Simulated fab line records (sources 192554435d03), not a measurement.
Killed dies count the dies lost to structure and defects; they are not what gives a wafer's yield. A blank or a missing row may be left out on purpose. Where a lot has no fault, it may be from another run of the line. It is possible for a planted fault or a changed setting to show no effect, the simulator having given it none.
Chamber matching :: flow n5_finfet :: N5_BEOL_M4_PECVD_72 on pecvd-01 has 3 sister chambers
The step deposits SiO2 from TEOS/O2, target thk 16 nm, time 18 s. 3 wafers are shown with their chamber, then 7 later ones without.

== WAFERS PAIRED WITH THEIR CHAMBERS ==
wafer: L084.5
chamber: 2
throttle_valve_pct (%): 22.2

wafer: L088.1
chamber: 1
throttle_valve_pct (%): 21.8

wafer: L088.5
chamber: 0
throttle_valve_pct (%): 27.2

== WAFERS WITHOUT THEIR CHAMBER ==
wafer: L088.6
throttle_valve_pct (%): 22.1

wafer: L090.1
throttle_valve_pct (%): 22.3

wafer: L090.3
throttle_valve_pct (%): 26.9

wafer: L090.4
throttle_valve_pct (%): 26.8

wafer: L092.1
throttle_valve_pct (%): 22.5

wafer: L092.4
throttle_valve_pct (%): 27.1

wafer: L092.6
throttle_valve_pct (%): 22.3

== WHICH CHAMBER EACH WENT THROUGH ==
wafer: L088.6
from the rows above: can't be placed: 2 or 1
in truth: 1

wafer: L090.1
from the rows above: can't be placed: 2 or 1
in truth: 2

wafer: L090.3
from the rows above: 0
in truth: 0

wafer: L090.4
from the rows above: 0
in truth: 0

wafer: L092.1
from the rows above: can't be placed: 2 or 1
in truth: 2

wafer: L092.4
from the rows above: 0
in truth: 0

wafer: L092.6
from the rows above: can't be placed: 2 or 1
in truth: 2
Correct placement for 3 of the 7. Can't be placed from these rows: 4 (the true chamber is among the candidates in 4). Placed wrongly: 0.
How it was worked out, from the rows above alone: a wafer's distance from a chamber is the root of the sum, over the readings, of the square of ((its reading less the chamber's mean) divided by the reading's scatter). The wafer belongs to the nearest chamber; if the next one is less than 2 further off, it can't be placed. Each chamber's mean is taken over the wafers shown for it. The scatter: root of mean squared gap, hidden wafer to nearest shown wafer, with one shown wafer a chamber.
